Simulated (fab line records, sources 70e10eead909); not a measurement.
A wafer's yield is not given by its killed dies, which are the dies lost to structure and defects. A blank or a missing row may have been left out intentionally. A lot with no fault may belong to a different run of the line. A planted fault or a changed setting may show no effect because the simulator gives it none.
Which tool is to blame? | flow nand-harc | Sampling: 24 lots, 72 wafers, 2 of 1302 route steps

## WHAT EACH GAUGE READ, for each wafer
NHARC_A_ONON_D2_THK_MEAS_02: measures by ellipsometry. Usual: thk-nm at 1001 nm, with a standard deviation of 10.
lot  | measured     | on            | thk-nm (nm)    | flag
L075 | day 12 10:29 | film-metro-02 | 1003 1002 1003 |
L074 | day 12 10:40 | film-metro-02 | 993 993 992    |
L076 | day 13 09:23 | film-metro-02 | 1012 1011 1010 |
L078 | day 14 00:02 | film-metro-01 | 992 992 992    |
L077 | day 14 06:07 | film-metro-01 | 1001 1004 1002 |
L079 | day 14 20:25 | film-metro-01 | 1005 1008 1004 |
L080 | day 14 20:25 | film-metro-02 | 998 997 1000   |
L081 | day 15 08:55 | film-metro-01 | 991 989 991    |
L082 | day 15 17:23 | film-metro-01 | 1011 1011 1012 |
L083 | day 16 01:28 | film-metro-02 | 1006 1006 1005 |
L085 | day 16 16:07 | film-metro-01 | 1013 1012 1011 |
L084 | day 16 16:03 | film-metro-01 | 1013 1011 1011 |
L086 | day 17 20:29 | film-metro-02 | 1003 1003 1001 |
L088 | day 18 11:56 | film-metro-01 | 1001 1000 999  |
L087 | day 18 11:58 | film-metro-02 | 991 991 991    |
L089 | day 18 18:30 | film-metro-01 | 979 978 979    |
L090 | day 19 09:00 | film-metro-01 | 989 988 988    |
L091 | day 19 18:08 | film-metro-01 | 996 997 996    |
L092 | day 20 05:07 | film-metro-02 | 1011 1011 1010 |
L094 | day 20 07:43 | film-metro-02 | 1007 1008 1008 |
L093 | day 20 07:48 | film-metro-01 | 1024 1024 1024 |
L095 | day 21 10:26 | film-metro-02 | 1001 1002 1002 |
L096 | day 21 10:24 | film-metro-01 | 987 986 986    |
L097 | day 22 09:36 | film-metro-01 | 993 991 993    |

## WHAT TOOL EACH LOT RAN ON (gives the tool, then ch and the chambers of the sampled wafers, and finally the start)
lot  | NHARC_A_DECK1_JOINT_ETCHBACK_00
L075 | rie-si-05 ch 0,3, day 11 11:38
L074 | rie-si-01 ch 1,2,3, day 11 11:40
L076 | rie-si-02 ch 1,2,3, day 12 09:21
L078 | rie-si-02 ch 0,3, day 12 22:20
L077 | rie-si-01 ch 0,1, day 13 05:05
L079 | rie-si-01 ch 0,1,3, day 13 18:41
L080 | rie-si-02 ch 0,3, day 13 18:42
L081 | rie-si-01 ch 0,1,2, day 14 07:50
L082 | rie-si-02 ch 0,1,3, day 14 14:58
L083 | rie-si-02 ch 1,2,3, day 14 22:53
L085 | rie-si-05 ch 1,2,3, day 15 15:57
L084 | rie-si-02 ch 1,2,3, day 15 15:59
L086 | rie-si-05 ch 0,2,3, day 16 18:03
L088 | rie-si-02 ch 1,2,3, day 17 10:48
L087 | rie-si-01 ch 1,2,3, day 17 10:49
L089 | rie-si-05 ch 0,2,3, day 17 19:07
L090 | rie-si-05 ch 0,1, day 18 08:43
L091 | rie-si-05 ch 0,1,3, day 18 17:49
L092 | rie-si-05 ch 0,1,2, day 19 07:11
L094 | rie-si-05 ch 0,1,2, day 19 10:43
L093 | rie-si-01 ch 0,1,3, day 19 10:43
L095 | rie-si-01 ch 2,3, day 20 10:10
L096 | rie-si-05 ch 2,3, day 20 10:10
L097 | rie-si-02 ch 0,1,2, day 21 00:41
- NHARC_A_DECK1_JOINT_ETCHBACK_00: etches the open film in HBr, target depth 30 nm, time 17.4 s.

## WHAT THE TOOLS THEMSELVES READ (means of the sampled wafers that have a number; where no wafer has one, the mark that the record gives instead)
NHARC_A_DECK1_JOINT_ETCHBACK_00. Usual: drypump-motor-current-A 5.8 A, standard deviation 0.45; oes-product-au 1.003 a.u., standard deviation 0.012; throttle-valve-pct 23.267 %, standard deviation 0.0092.
lot  | tool      | drypump-motor-current-A (A) | oes-product-au (a.u.) | throttle-valve-pct (%) | flag
L075 | rie-si-05 | 5.7                         | 0.988                 | 23.264                 |
L074 | rie-si-01 | 5.5                         | 1.002                 | 23.270                 |
L076 | rie-si-02 | 6.1                         | 1.000                 | 23.257                 |
L078 | rie-si-02 | 6.3                         | 1.008                 | 23.270                 |
L077 | rie-si-01 | 5.0                         | 1.007                 | 23.271                 |
L079 | rie-si-01 | 5.4                         | 1.004                 | 23.268                 |
L080 | rie-si-02 | 6.3                         | 1.001                 | 23.264                 |
L081 | rie-si-01 | 5.1                         | 1.000                 | 23.261                 |
L082 | rie-si-02 | 6.1                         | 0.996                 | 23.265                 |
L083 | rie-si-02 | 6.1                         | 1.000                 | 23.270                 |
L085 | rie-si-05 | 5.9                         | 1.003                 | 23.270                 |
L084 | rie-si-02 | 6.1                         | 1.004                 | 23.266                 |
L086 | rie-si-05 | 5.8                         | 1.008                 | 23.264                 |
L088 | rie-si-02 | 6.1                         | 1.005                 | 23.273                 |
L087 | rie-si-01 | 5.5                         | 0.998                 | 23.261                 |
L089 | rie-si-05 | 5.8                         | 1.009                 | 23.277                 |
L090 | rie-si-05 | 5.8                         | 0.994                 | 23.262                 |
L091 | rie-si-05 | 5.7                         | 1.000                 | 23.266                 |
L092 | rie-si-05 | 5.9                         | 0.993                 | 23.262                 |
L094 | rie-si-05 | 6.0                         | 0.998                 | 23.263                 |
L093 | rie-si-01 | 5.4                         | 0.992                 | 23.275                 |
L095 | rie-si-01 | 5.3                         | 1.018                 | 23.266                 |
L096 | rie-si-05 | 5.9                         | 1.006                 | 23.268                 |
L097 | rie-si-02 | 6.2                         | 1.016                 | 23.274                 |

## THE ANSWER, worked out from the rows above alone
Rule: a lot counts as off when the mean over its wafers that have a number is more than 3 standard deviations away from the usual mean. Also off: a lot with no number at a reading for which 4 or more lots have one. Any other lot the step has rows for is counted as sound. The gauges are gone through in route order, then the tools' own readings, and for those a lot's mean is taken as printed above. The first step at which some lot is off is used, and at that step the reading that is off furthest; a lot without a number counts as furthest.
None of the lots is off at any reading shown; this tells nothing.

## WHAT WAS PUT IN BY THE SIMULATOR
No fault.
